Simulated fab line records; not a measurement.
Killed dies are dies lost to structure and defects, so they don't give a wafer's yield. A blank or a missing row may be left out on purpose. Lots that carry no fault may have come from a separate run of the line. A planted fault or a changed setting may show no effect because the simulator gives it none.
The tool behind it: which one? :: flow nand_harc :: 11 lots, 33 wafers sampled, at 5 steps of a route of 1302

== WHAT THE GAUGES READ, wafer by wafer ==
NHARC_END_SORT_01.
lot: L839
measured: day 29 20:06
on: prober-01
killed_at_array: 672 673 670

lot: L840
measured: day 30 13:04
on: prober-01
killed_at_array: 668 671 669

== WHICH TOOL RAN EACH LOT (tool, then ch and the chambers of the sampled wafers, then the start) ==
lot: L826
NHARC_A_STAIRCASE_TRIM_202: rie_diel-05 ch 2,3, day 16 14:37 or earlier
NHARC_A_STAIRCASE_DESCUM_219: rie_diel-01 ch 2,3, day 16 14:37
NHARC_A_STAIRCASE_ETCH_223: rie_diel-01 ch 2,3, day 16 15:05
NHARC_A_STAIRCASE_TRIM_226: rie_diel-01 ch 2,3, no start

lot: L827
NHARC_A_STAIRCASE_TRIM_202: rie_diel-05 ch 0,1,3, day 16 22:23 or earlier
NHARC_A_STAIRCASE_DESCUM_219: rie_diel-05 ch 0,3, day 16 22:23
NHARC_A_STAIRCASE_ETCH_223: rie_diel-05 ch 0,1,3, day 16 22:53
NHARC_A_STAIRCASE_TRIM_226: rie_diel-05 ch 1,2,3, no start

lot: L829
NHARC_A_STAIRCASE_TRIM_202: rie_diel-01 ch 0,2,3, day 17 23:42 or earlier
NHARC_A_STAIRCASE_DESCUM_219: rie_diel-06 ch 0,2, day 17 23:42
NHARC_A_STAIRCASE_ETCH_223: rie_diel-06 ch 0,1,3, day 18 00:10
NHARC_A_STAIRCASE_TRIM_226: rie_diel-06 ch 1,2, no start

lot: L830
NHARC_A_STAIRCASE_TRIM_202: rie_diel-06 ch 0,2, day 18 14:54 or earlier
NHARC_A_STAIRCASE_DESCUM_219: rie_diel-06 ch 0,1, day 18 14:54
NHARC_A_STAIRCASE_ETCH_223: rie_diel-06 ch 0,1,2, day 18 15:23
NHARC_A_STAIRCASE_TRIM_226: rie_diel-06 ch 1,3, no start

lot: L831
NHARC_A_STAIRCASE_TRIM_202: rie_diel-06 ch 0,1, day 19 03:32 or earlier
NHARC_A_STAIRCASE_DESCUM_219: rie_diel-06 ch 0,2, day 19 03:32
NHARC_A_STAIRCASE_ETCH_223: rie_diel-06 ch 0,1,3, day 19 03:59
NHARC_A_STAIRCASE_TRIM_226: rie_diel-06 ch 0,1,2, no start

lot: L832
NHARC_A_STAIRCASE_TRIM_202: rie_diel-01 ch 0,2,3, day 19 04:10 or earlier
NHARC_A_STAIRCASE_DESCUM_219: rie_diel-05 ch 0,2,3, day 19 04:10
NHARC_A_STAIRCASE_ETCH_223: rie_diel-05 ch 0,1,3, day 19 04:38
NHARC_A_STAIRCASE_TRIM_226: rie_diel-05 ch 1,3, no start

lot: L839
NHARC_A_STAIRCASE_TRIM_202: rie_diel-01 ch 0,2,3, day 22 06:47 or earlier
NHARC_A_STAIRCASE_DESCUM_219: rie_diel-05 ch 0,2,3, day 22 06:47
NHARC_A_STAIRCASE_ETCH_223: rie_diel-05 ch 1,2,3, day 22 07:14
NHARC_A_STAIRCASE_TRIM_226: rie_diel-05 ch 0,2,3, day 29 20:06 or earlier

lot: L840
NHARC_A_STAIRCASE_TRIM_202: rie_diel-01 ch 0,2,3, day 22 15:55 or earlier
NHARC_A_STAIRCASE_DESCUM_219: rie_diel-05 ch 1,2,3, day 22 15:55
NHARC_A_STAIRCASE_ETCH_223: rie_diel-05 ch 0,1,3, day 22 16:22
NHARC_A_STAIRCASE_TRIM_226: rie_diel-05 ch 0,2, day 30 13:04 or earlier

lot: L844
NHARC_A_STAIRCASE_TRIM_202: rie_diel-05 ch 0,1,2, day 24 09:46 or earlier
NHARC_A_STAIRCASE_DESCUM_219: rie_diel-06 ch 1,3, day 24 09:46
NHARC_A_STAIRCASE_ETCH_223: rie_diel-06 ch 1,2, day 24 10:13
NHARC_A_STAIRCASE_TRIM_226: rie_diel-06 ch 0,1,2, no start

lot: L846
NHARC_A_STAIRCASE_TRIM_202: rie_diel-06 ch 1,2,3, day 25 04:52 or earlier
NHARC_A_STAIRCASE_DESCUM_219: rie_diel-05 ch 0,1, day 25 04:52
NHARC_A_STAIRCASE_ETCH_223: rie_diel-05 ch 0,1,3, day 25 05:24
NHARC_A_STAIRCASE_TRIM_226: rie_diel-05 ch 0,2,3, no start

lot: L847
NHARC_A_STAIRCASE_TRIM_202: rie_diel-01 ch 0,3, day 25 16:35 or earlier
NHARC_A_STAIRCASE_DESCUM_219: rie_diel-01 ch 1,2, day 25 16:35
NHARC_A_STAIRCASE_ETCH_223: rie_diel-01 ch 0,1,3, day 25 17:03
NHARC_A_STAIRCASE_TRIM_226: rie_diel-01 ch 0,1,3, no start
- NHARC_A_STAIRCASE_TRIM_202: chemistry O2, time 211.2 s.
- NHARC_A_STAIRCASE_DESCUM_219: chemistry O2, time 3 s.
- NHARC_A_STAIRCASE_ETCH_223: etches the open film in C4F8/O2, target depth 100 nm, time 40.5 s.
- NHARC_A_STAIRCASE_TRIM_226: chemistry O2, time 211.2 s.

== THE ANSWER, worked out from the rows above alone ==
Rule: usual is defined by the lots themselves. Put in order of their means at a reading, lots are off if they are a third of the lots or fewer, leave a main group of 4 or more, and stand apart from it by a gap of 3 or more times the standard deviation of the main group's means; of several such gaps the widest counts. A main group is skipped when, at the precision printed for the reading in the tables above, its means are all equal. A lot without any number at a reading at which 4 lots or more have one is off too. Where the step has rows for the other lots, those lots are counted as sound.
None of the lots is off at any reading shown; this tells nothing.

== WHAT THE SIMULATOR HAD INSERTED ==
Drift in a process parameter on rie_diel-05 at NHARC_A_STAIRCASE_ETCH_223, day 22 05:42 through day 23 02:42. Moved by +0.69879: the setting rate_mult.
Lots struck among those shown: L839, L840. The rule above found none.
